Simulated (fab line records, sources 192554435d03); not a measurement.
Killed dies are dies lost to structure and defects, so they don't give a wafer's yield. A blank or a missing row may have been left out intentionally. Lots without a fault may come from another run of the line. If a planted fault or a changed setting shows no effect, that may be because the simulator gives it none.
Chamber matching / flow n5-finfet / N5_HKMG_FIN_ALD_74 on ald-hk-02 has 4 sister chambers
The step deposits La2O3, target thk 0.5 nm, pulse time 6 s, co reactant pulse time 1 s. 22 wafers are shown with their chamber, then 11 later ones without.

## WAFERS, EACH WITH ITS CHAMBER
wafer=L075.2; chamber=0; heater-power-w (W)=353; precursor-pulse-height-rel=0.958
wafer=L075.3; chamber=2; heater-power-w (W)=345; precursor-pulse-height-rel=1.010
wafer=L075.6; chamber=1; heater-power-w (W)=304; precursor-pulse-height-rel=0.976
wafer=L076.1; chamber=3; heater-power-w (W)=367; precursor-pulse-height-rel=0.996
wafer=L076.3; chamber=1; heater-power-w (W)=303; precursor-pulse-height-rel=0.988
wafer=L076.4; chamber=0; heater-power-w (W)=363; precursor-pulse-height-rel=0.995
wafer=L077.2; chamber=2; heater-power-w (W)=354; precursor-pulse-height-rel=1.027
wafer=L077.3; chamber=0; heater-power-w (W)=363; precursor-pulse-height-rel=1.005
wafer=L077.6; chamber=3; heater-power-w (W)=367; precursor-pulse-height-rel=1.021
wafer=L079.1; chamber=0; heater-power-w (W)=362; precursor-pulse-height-rel=0.987
wafer=L079.5; chamber=1; heater-power-w (W)=304; precursor-pulse-height-rel=0.978
wafer=L079.6; chamber=2; heater-power-w (W)=344; precursor-pulse-height-rel=1.003
wafer=L082.1; chamber=1; heater-power-w (W)=303; precursor-pulse-height-rel=0.956
wafer=L082.3; chamber=2; heater-power-w (W)=335; precursor-pulse-height-rel=1.061
wafer=L082.4; chamber=3; heater-power-w (W)=358; precursor-pulse-height-rel=1.002
wafer=L083.4; chamber=0; heater-power-w (W)=365; precursor-pulse-height-rel=0.977
wafer=L083.5; chamber=1; heater-power-w (W)=304; precursor-pulse-height-rel=1.013
wafer=L083.6; chamber=0; heater-power-w (W)=355; precursor-pulse-height-rel=1.006
wafer=L085.1; chamber=0; heater-power-w (W)=362; precursor-pulse-height-rel=1.019
wafer=L085.3; chamber=1; heater-power-w (W)=307; precursor-pulse-height-rel=0.999
wafer=L085.6; chamber=0; heater-power-w (W)=362; precursor-pulse-height-rel=0.986
wafer=L088.1; chamber=2; heater-power-w (W)=349; precursor-pulse-height-rel=0.996

SIGNATURES, as means of the wafers listed above
reading=heater-power-w; chamber 0=360.62; chamber 1=304.17; chamber 2=345.40; chamber 3=364.00; scatter within a chamber=4.64
reading=precursor-pulse-height-rel; chamber 0=0.99162; chamber 1=0.98500; chamber 2=1.01940; chamber 3=1.00633; scatter within a chamber=0.0205
Rule: for a wafer and a chamber, the distance is found by dividing, reading by reading, the gap between the wafer's reading and the chamber's mean by the reading's scatter, squaring, summing and taking the root. The wafer belongs to the nearest chamber; if the next one is less than 2 further off, it can't be placed. The scatter is the square root of a quotient: the sum, over the shown wafers, of each reading's squared deviation from its chamber's mean, divided by wafers minus chambers.

## WAFERS WHOSE CHAMBER IS MISSING
wafer=L088.5; heater-power-w (W)=297; precursor-pulse-height-rel=0.987
wafer=L088.6; heater-power-w (W)=357; precursor-pulse-height-rel=0.995
wafer=L089.3; heater-power-w (W)=295; precursor-pulse-height-rel=1.015
wafer=L089.4; heater-power-w (W)=368; precursor-pulse-height-rel=1.017
wafer=L089.5; heater-power-w (W)=372; precursor-pulse-height-rel=0.961
wafer=L091.1; heater-power-w (W)=364; precursor-pulse-height-rel=1.016
wafer=L091.2; heater-power-w (W)=298; precursor-pulse-height-rel=0.938
wafer=L091.4; heater-power-w (W)=368; precursor-pulse-height-rel=0.997
wafer=L097.1; heater-power-w (W)=352; precursor-pulse-height-rel=1.005
wafer=L097.3; heater-power-w (W)=372; precursor-pulse-height-rel=0.995
wafer=L097.4; heater-power-w (W)=300; precursor-pulse-height-rel=1.022

## THE CHAMBER EACH PASSED THROUGH
wafer=L088.5; from the rows above=1; in truth=1
wafer=L088.6; from the rows above=can't be placed: 0 or 3 or 2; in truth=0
wafer=L089.3; from the rows above=1; in truth=1
wafer=L089.4; from the rows above=can't be placed: 3 or 0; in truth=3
wafer=L089.5; from the rows above=can't be placed: 3 or 0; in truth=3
wafer=L091.1; from the rows above=can't be placed: 3 or 0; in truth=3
wafer=L091.2; from the rows above=1; in truth=1
wafer=L091.4; from the rows above=can't be placed: 3 or 0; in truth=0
wafer=L097.1; from the rows above=can't be placed: 2 or 0 or 3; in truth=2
wafer=L097.3; from the rows above=can't be placed: 3 or 0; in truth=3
wafer=L097.4; from the rows above=1; in truth=1
Correct placement for 4 of the 11. Unplaceable from these rows: 7, with the true chamber sitting among the candidates in 7. Number placed wrongly: 0.
